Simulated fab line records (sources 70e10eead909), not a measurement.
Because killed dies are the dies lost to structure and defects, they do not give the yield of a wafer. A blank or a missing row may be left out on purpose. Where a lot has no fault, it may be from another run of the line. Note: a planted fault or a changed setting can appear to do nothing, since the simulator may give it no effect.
Struck lot and sound lot, side by side | flow nand harc | 14 out of 1302 route steps
Sound: the wafers L697.2, L697.3, L697.4. Struck: wafer L700.4 (left out: L700.2, L700.5 of the same lot, which were not struck); the cause appears at the end.
Each step with rows lists, per side, the tool, then ch with its chambers, then its first start. Under that, the readings that differ: sound wafers | struck wafers | difference of the means | sigmas: that difference in standard deviations of wafers without a fault.
alike: words and numbers the same on both sides, and readings whose means are apart by under 2 such deviations; not compared: readings that were withheld, readings missing a value for some wafer, numbers with overlapping values and no deviation given by the record, and bounds like >300 which may hide the same value.
Wherever a step has rows on one side only, a row that says differs or no value, or a row with sigmas, the two part there. Numbers that have no deviation but don't overlap get no sigmas and don't part them. A reading missing from all wafers of one side parts the sides only when that side holds two or more wafers.

first, 2 steps without rows for these wafers: NHARC_A_ONON_D1_ANNEAL_15 (time 3600 s); NHARC_A_ONON_D1_DEP_16 (target thk 1000 nm).
NHARC_A_ONON_D1_THK_MEAS_18: measures by ellipsometry.
  struck on film metro-01, day 9 15:43; sound on film metro-01, day 8 04:45
  alike: thk nm
following that, 1 step holds no rows for these wafers, namely NHARC_A_ONON_D1_DEP_19 (target thickness 1000 nm).
NHARC_A_ONON_D1_THK_MEAS_21: measures by ellipsometry.
  struck on film metro-01, day 9 16:17; sound on film metro-01, day 8 05:19
  reading     | sound       | struck | difference | sigmas
  thk nm (nm) | 983 984 984 | 1016   | +32        | +3
following that, 1 step holds no rows for these wafers, namely NHARC_A_ONON_D1_DEP_22 (target thickness 1000 nm).
NHARC_A_ONON_D1_THK_MEAS_24: measures by ellipsometry.
  struck on film metro-01, day 9 16:50; sound on film metro-01, day 8 05:53
  alike: thk nm
following that, 1 step holds no rows for these wafers, namely NHARC_A_ONON_D1_DEP_25 (target thickness 1000 nm).
NHARC_A_ONON_D1_THK_MEAS_27: measures by ellipsometry.
  struck on film metro-01, day 9 17:25; sound on film metro-02, day 8 06:27
  alike: thk nm
following that, 1 step holds no rows for these wafers, namely NHARC_A_ONON_D1_DEP_28 (target thickness 1000 nm).
NHARC_A_ONON_D1_THK_MEAS_30: measures by ellipsometry.
  struck on film metro-01, day 9 17:59; sound on film metro-01, day 8 07:01
  alike: thk nm
NHARC_A_ONON_D1_DEP_33: deposits SiO2, target thk 200 nm.
  sound on pecvd-01 ch 0,1, day 8 07:07; struck on pecvd-02 ch 1, day 9 18:05
  reading              | sound             | struck | difference | sigmas
  rf fwd power W (W)   | 896.1 898.8 902.1 | 1259.6 | +360.6     | +99 or more
  showerhead vpp V (V) | 1986 1832 1836    | 2139   | +254       | +3
  alike: heater power w, throttle valve pct
NHARC_A_ONON_D1_THK_MEAS_34: measures by ellipsometry.
  struck on film metro-02, day 9 18:26; sound on film metro-01, day 8 07:29
  reading     | sound       | struck | difference | sigmas
  thk nm (nm) | 201 199 203 | 219    | +18        | +5
-- the record jumps here: 16 days lie between the struck wafers' starts before and after (it left off in module A_ONON_D1 and takes up again in module END, whose first step shown is number 1302 of the route) --
NHARC_END_SORT_01:
  sound on prober-02 ch 0, day 24 04:17; struck on prober-01 ch 0, day 25 21:50
  reading             | sound    | struck | difference | sigmas
  killed at periphery | 0 4 0    | 8      | +7         | +2
  killed dies         | 67 76 74 | 117    | +45        | +2
  alike: killed at array, killed at other, killed open, killed short

WHERE THEY PART
At NHARC_A_ONON_D1_THK_MEAS_21 first; at NHARC_END_SORT_01 last (within this record only).

WHY: the cause the simulator had injected
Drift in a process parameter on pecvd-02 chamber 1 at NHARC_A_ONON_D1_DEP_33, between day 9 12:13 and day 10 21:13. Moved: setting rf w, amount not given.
